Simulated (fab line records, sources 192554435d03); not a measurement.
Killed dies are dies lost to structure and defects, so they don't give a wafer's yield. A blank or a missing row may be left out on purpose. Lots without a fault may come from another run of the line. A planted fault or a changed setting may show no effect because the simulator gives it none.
Problem report in the 8D (eight disciplines) form, filled by code | flow n5_finfet | the parts of the form that need people (team, actions taken, sign-off) are left out

1. THE PROBLEM
oes_product_au at N5_BEOL_M12_VIA_ETCH_16 reads a mean of 1.12 a.u. on 2 wafers of 2 lots; wafers without a fault read 0.75 a.u. with a standard deviation of 0.084. That is +4.4 standard deviations from the usual mean.
The step: etches SiOC in C4F8/O2/Ar, target depth 724.8 nm.
First seen on wafer L511.6, day 13 17:55, on rie_diel-06. The record holds 17 wafers of 6 lots with a number at this step. Rule for "out", or "out of limits": more than 4 standard deviations from the usual mean. The other wafers with a number count as sound.

2. WHAT IT IS AND WHAT IT IS NOT
question                    | is                | is not
which readings at this step | oes_product_au    | drypump_motor_current_A, rf_vpp_V, showerhead_plenum_p_Torr, throttle_valve_pct
which lots                  | L511, L512        | L500, L505, L510, L518
which wafers of those lots  | L511.6, L512.6    | L511.1, L511.4, L512.3
read on which tools         | rie_diel-06       | rie_diel-04, rie_diel-05
when                        | from day 13 17:55 | up to then (8 sound wafers); but 7 sound wafers of L510, L512, L518 came after

3. SUSPECTS, AND WHAT RULES EACH OUT
Counting: a tool at a process step up to the reading stays a suspect if it ran every lot that is out. Sound lots after the first of them don't rule it out here, since some wafers of a struck lot are sound.
- rie_diel-06 at N5_BEOL_M12_DESCUM_15 (chemistry O2, time 7.9 s): kept. It ran every lot that is out, first L511 (day 13 17:49); its last sound lot up to then is L500 (day 10 08:15).
- rie_diel-06 at N5_BEOL_M12_ETCH_59 (etches BARC in N2/H2, target depth 89 nm, overetch 26.7 nm, time 67.9 s): kept. It ran every lot that is out, first L511 (day 13 17:52); its last sound lot up to then is L500 (day 10 08:17).
- rie_diel-06 at N5_BEOL_M12_VIA_ETCH_16 (etches SiOC in C4F8/O2/Ar, target depth 724.8 nm): kept. It ran every lot that is out, first L511 (day 13 17:55); its last sound lot up to then is L500 (day 10 08:20). Its own readings are out on those wafers: oes_product_au.
Left after counting: rie_diel-06 at N5_BEOL_M12_DESCUM_15, rie_diel-06 at N5_BEOL_M12_ETCH_59, rie_diel-06 at N5_BEOL_M12_VIA_ETCH_16.

4. THE CAUSE (what the simulator had put in)
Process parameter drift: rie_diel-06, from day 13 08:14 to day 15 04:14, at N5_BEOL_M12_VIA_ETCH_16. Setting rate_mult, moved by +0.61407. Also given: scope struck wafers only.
Counting left 3 suspects, and this tool is among them.

5. THE CHAIN OF EFFECTS, in route order
Each row: a reading whose mean over the struck wafers that have a number lies more than 3 standard deviations from the usual. Only readings for which the record gives a usual standard deviation are gone through. hours: the time from each lot's start at the first step in this table that gives one to its start at this step, as a median over the lots. sigmas: the change in usual standard deviations.
hours | step                    | reading        | usual     | on struck wafers | change | sigmas
0     | N5_BEOL_M12_VIA_ETCH_16 | oes_product_au | 0.75 a.u. | 1.12             | +0.37  | +4.4
The process steps in it:
- N5_BEOL_M12_VIA_ETCH_16: etches SiOC in C4F8/O2/Ar, target depth 724.8 nm.

6. WHAT WOULD HAVE CAUGHT IT SOONER
In this record the first reading out of limits was taken at day 13 17:55, 10 hours after the fault began at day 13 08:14.
